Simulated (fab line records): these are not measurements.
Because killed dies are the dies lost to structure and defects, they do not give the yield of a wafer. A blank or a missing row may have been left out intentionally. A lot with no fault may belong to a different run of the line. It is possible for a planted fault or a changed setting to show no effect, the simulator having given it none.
The tool behind it: which one?	flow n5Finfet	36 wafers from 12 lots sampled at 4 of the route's 1938 steps

## WHAT THE GAUGES READ, wafer by wafer
N5_BEOL_M12_RS_MEAS_54: uses a four-point probe to measure.
lot	measured	on	M12_RS (ohm/sq)
L075	day 11 12:12	filmMetro-02	0.0598 0.0607 0.0604
L077	day 11 20:31	filmMetro-01	0.0594 0.0608 0.0596
L081	day 13 09:40	filmMetro-01	0.0606 0.0604 0.0610
L082	day 13 10:11	filmMetro-01	0.0591 0.0613 0.0618
L084	day 14 00:19	filmMetro-01	0.0595 0.0605 0.0600
L085	day 14 23:05	filmMetro-02	0.0600 0.0604 0.0597
L086	day 15 08:16	filmMetro-02	0.0590 0.0618 0.0609
L089	day 15 19:43	filmMetro-01	0.0594 0.0593 0.0597
L093	day 16 07:49	filmMetro-02	0.0601 0.0606 0.0597
L096	day 17 08:50	filmMetro-02	0.0601 0.0610 0.0608
L094	day 17 12:28	filmMetro-01	0.0599 0.0584 0.0595
L097	day 17 17:03	filmMetro-02	0.0610 0.0604 0.0607

## WHICH TOOL RAN EACH LOT (tool, then ch and the chambers of the sampled wafers, then the start)
lot	N5_BEOL_M12_DEGAS_41	N5_BEOL_M12_PRE_CLEAN_42	N5_BEOL_M12_SPUTTER_45
L075	pvdSputter-02, day 11 10:50	pvdSputter-02, day 11 10:52	pvdSputter-02, day 11 11:04
L077	pvdSputter-01, day 11 19:15	pvdSputter-01, day 11 19:17	pvdSputter-01, day 11 19:29
L081	pvdSputter-02, day 13 07:50	pvdSputter-02, day 13 07:52	pvdSputter-02, day 13 08:04
L082	pvdSputter-03, day 13 08:47	pvdSputter-03, day 13 08:49	pvdSputter-03, day 13 09:01
L084	pvdSputter-01, day 13 22:58	pvdSputter-01, day 13 23:01	pvdSputter-01, day 13 23:13
L085	pvdSputter-02, day 14 21:08	pvdSputter-02, day 14 21:10	pvdSputter-02, day 14 21:22
L086	pvdSputter-02, day 15 07:03	pvdSputter-02, day 15 07:05	pvdSputter-02, day 15 07:17
L089	pvdSputter-02, day 15 18:29	pvdSputter-02, day 15 18:31	pvdSputter-02, day 15 18:43
L093	pvdSputter-02, day 16 06:25	pvdSputter-02, day 16 06:27	pvdSputter-02, day 16 06:39
L096	pvdSputter-03, day 17 07:33	pvdSputter-03, day 17 07:35	pvdSputter-03, day 17 07:47
L094	pvdSputter-01, day 17 11:14	pvdSputter-01, day 17 11:17	pvdSputter-01, day 17 11:29
L097	pvdSputter-02, day 17 15:35	pvdSputter-02, day 17 15:38	pvdSputter-02, day 17 15:50
- N5_BEOL_M12_DEGAS_41: time 60 s.
- N5_BEOL_M12_PRE_CLEAN_42: time 30 s.
- N5_BEOL_M12_SPUTTER_45: material Cu, target thk 80 nm, time 13.33 s.

## THE ANSWER, worked out from the rows above alone
Rule: the lots themselves supply what counts as usual. Put in order of their means at a reading, lots are off if they are a third of the lots or fewer, leave a main group of 4 or more, and stand apart from it by a gap of 3 or more times the standard deviation of the main group's means; of several such gaps the widest counts. A main group is skipped when, at the precision printed for the reading in the tables above, its means are all equal. Also off: a lot with no number at a reading for which 4 or more lots have one. Any other lot the step has rows for is counted as sound.
No lot is off on any of the readings shown, so nothing can be concluded from this.

## WHAT HAD BEEN PUT IN BY THE SIMULATOR
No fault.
